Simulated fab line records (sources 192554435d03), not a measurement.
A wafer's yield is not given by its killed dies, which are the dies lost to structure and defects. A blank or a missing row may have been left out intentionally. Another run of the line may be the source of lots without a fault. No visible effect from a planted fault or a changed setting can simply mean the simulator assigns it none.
Lot-split experiment -- flow n5_finfet -- on a route of 1938 steps: 7 lots, 21 wafers read

== ON THE SPLIT ==
At N5_DUMMY_GATE_ETCH_44 (etches poly-Si in HBr/O2, stops on SiO2, target depth 127.5 nm), the setting target_depth_a was moved away from the recipe's 1275 angstrom on 8 of the 21 wafers read, by -12.1% to +4.5%. The other wafers ran this setting at the recipe's value.

The split's own step is where the reading is taken.

== THE READING ==
oes_product_au, in a.u., at N5_DUMMY_GATE_ETCH_44 (etches poly-Si in HBr/O2, stops on SiO2, target depth 127.5 nm). A value of 0.729 a.u. with a standard deviation of 0.01 a.u. is what fault-free wafers of this fab line usually give.

wafer,"tool, chamber at the split","target_depth_a as run, angstrom",against the recipe,"oes_product_au, a.u.",against lot-mates on the recipe
L078.2,"rie_si-03, 3",1275,recipe,0.733,-
L078.4,"rie_si-03, 0",1190,-6.7%,0.760,+0.027
L078.5,"rie_si-03, 2",1190,-6.7%,0.767,+0.034
L080.2,"rie_si-03, 0",1275,recipe,0.731,-
L080.3,"rie_si-03, 3",1275,recipe,0.729,-
L080.6,"rie_si-03, 3",1186,-7.0%,0.757,+0.027
L083.2,"rie_si-05, 3",1333,+4.5%,0.706,-0.019
L083.4,"rie_si-05, 1",1275,recipe,0.728,-
L083.5,"rie_si-05, 1",1275,recipe,0.722,-
L085.1,"rie_si-03, 1",1275,recipe,0.728,-
L085.4,"rie_si-03, 3",1275,recipe,0.731,-
L085.6,"rie_si-03, 2",1275,recipe,0.754,-
L086.4,"rie_si-05, 3",1121,-12.1%,0.789,+0.067
L086.5,"rie_si-05, 1",1121,-12.1%,0.786,+0.064
L086.6,"rie_si-05, 0",1275,recipe,0.722,-
L091.3,"rie_si-01, 2",1275,recipe,0.734,-
L091.4,"rie_si-01, 0",1236,-3.1%,0.730,-0.004
L091.6,"rie_si-01, 3",1236,-3.1%,0.752,+0.018
L095.1,"rie_si-05, 0",1275,recipe,0.723,-
L095.2,"rie_si-05, 1",1275,recipe,0.739,-
L095.3,"rie_si-05, 2",1275,recipe,0.720,-

FIT RESULTS
A straight line over all 21 wafers: oes_product_au changes by -0.00472 a.u. for each +1% of target_depth_a; r = -0.93; the points scatter about the line by 0.0083 a.u.
The same after taking each lot's own level away (the mean of its wafers on the recipe; 21 wafers): -0.005 a.u. for each +1%; r = -0.94; scatter 0.0079 a.u.
The reading moves by 0.06 a.u. for the largest change in target_depth_a, on that fit.
The lots' own levels span 0.7220 to 0.7377 a.u., that is 1.6 times the standard deviation above.
The two slopes are in agreement: the lot-to-lot level therefore moves the slope only a little.
Check: +0.0562 a.u. against its lot-mates is what the line predicts for one of the wafers moved furthest among these (-12.1%) when that wafer is left out of the fit. Against them it came out at +0.067 a.u.
Tool readings at the split's step, against how far the setting was moved: oes_product_au r = -0.93.

== OTHER SPLITS ON THESE WAFERS ==
Before the reading, these wafers also passed through other splits. Each is held against what the fit with the lots' levels taken away leaves over:
other split on the same wafers,wafers away from the commonest value,r with oes_product_au (lot level and that fit taken away)
N5_WELL_APT_EXPOSE_05 dose_mj,6,-0.12
N5_WELL_APT_PEB_06 peb_time_s,5,+0.26
N5_PMOS_HMC_CHANNEL_EPI_HM_DEP_34 time_s,9,+0.05
N5_PMOS_HMC_CHANNEL_EPI_PEB_07 peb_time_s,8,+0.29
N5_FIN_SAQP_SPACER1_ALD_24 ald_cycles,9,+0.23
N5_FIN_SAQP_ETCH_65 time_s,11,+0.32
N5_FIN_CUT_CUT_ETCH_15 time_s,10,-0.10

== THE FILE'S OWN FIT ==
oes_product_au changes by -0.00482 a.u. for each +1% of target_depth_a, r = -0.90.
